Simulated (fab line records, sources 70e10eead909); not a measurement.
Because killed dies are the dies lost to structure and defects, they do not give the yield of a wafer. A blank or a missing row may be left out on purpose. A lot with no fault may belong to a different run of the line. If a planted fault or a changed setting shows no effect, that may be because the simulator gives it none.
Which of the tools did it? -- flow nand_harc -- 24 lots (72 wafers sampled), 1 step of a 1302-step route

WHAT EACH GAUGE READ, for each wafer
NHARC_A_SGD_CUT_INSPECT_25.
lot,measured,on,raw_defect_count
L074,day 19 11:19,defect_inspect-01,350 357 539
L075,day 20 05:16,defect_inspect-01,314 496 458
L076,day 20 05:16,defect_inspect-02,427 507 360
L077,day 20 22:43,defect_inspect-01,601 333 472
L078,day 21 05:16,defect_inspect-01,502 443 367
L079,day 22 02:43,defect_inspect-02,344 326 362
L080,day 22 12:43,defect_inspect-02,443 445 388
L081,day 22 12:43,defect_inspect-01,364 307 328
L082,day 22 23:03,defect_inspect-01,371 330 294
L085,day 23 11:47,defect_inspect-01,282 225 396
L084,day 23 11:48,defect_inspect-02,339 466 302
L083,day 24 00:46,defect_inspect-02,468 543 387
L086,day 24 13:46,defect_inspect-02,337 305 354
L087,day 25 06:31,defect_inspect-02,492 305 462
L088,day 25 20:13,defect_inspect-01,440 421 423
L089,day 25 20:16,defect_inspect-01,467 418 452
L090,day 26 05:50,defect_inspect-02,317 276 258
L091,day 26 05:53,defect_inspect-01,375 572 378
L092,day 27 04:10,defect_inspect-01,316 452 514
L093,day 27 09:09,defect_inspect-02,341 452 392
L095,day 28 13:32,defect_inspect-02,245 216 191
L094,day 28 13:32,defect_inspect-01,383 362 364
L096,day 29 07:35,defect_inspect-02,278 300 285
L097,day 29 07:35,defect_inspect-01,391 349 287

WHAT TOOL EACH LOT RAN ON (gives the tool, then ch and the chambers of the sampled wafers, and finally the start)
No process step before these readings appears in the record.

WHAT THE TOOLS THEMSELVES READ (means of the sampled wafers that have a number; where no wafer has one, the mark that the record gives instead)
The record holds no such reading with a usual standard deviation.

THE ANSWER, worked out from the rows above alone
Rule: the usual values come from the lots themselves. Put in order of their means at a reading, lots are off if they are a third of the lots or fewer, leave a main group of 4 or more, and stand apart from it by a gap of 3 or more times the standard deviation of the main group's means; of several such gaps the widest counts. The tables above print the reading to a certain number of digits; a main group whose means all agree to those digits is not used. A lot without any number at a reading at which 4 lots or more have one is off too. Any other lot the step has rows for is counted as sound. After the gauges, taken in route order, come the tools' own readings; for these a lot's mean is taken, as printed above. At the first step where some lot is off, the reading lying furthest off is the one used; lots without a number count as furthest.
No lot is off on any of the readings shown, so nothing can be concluded from this.

WHAT THE SIMULATOR HAD PUT IN
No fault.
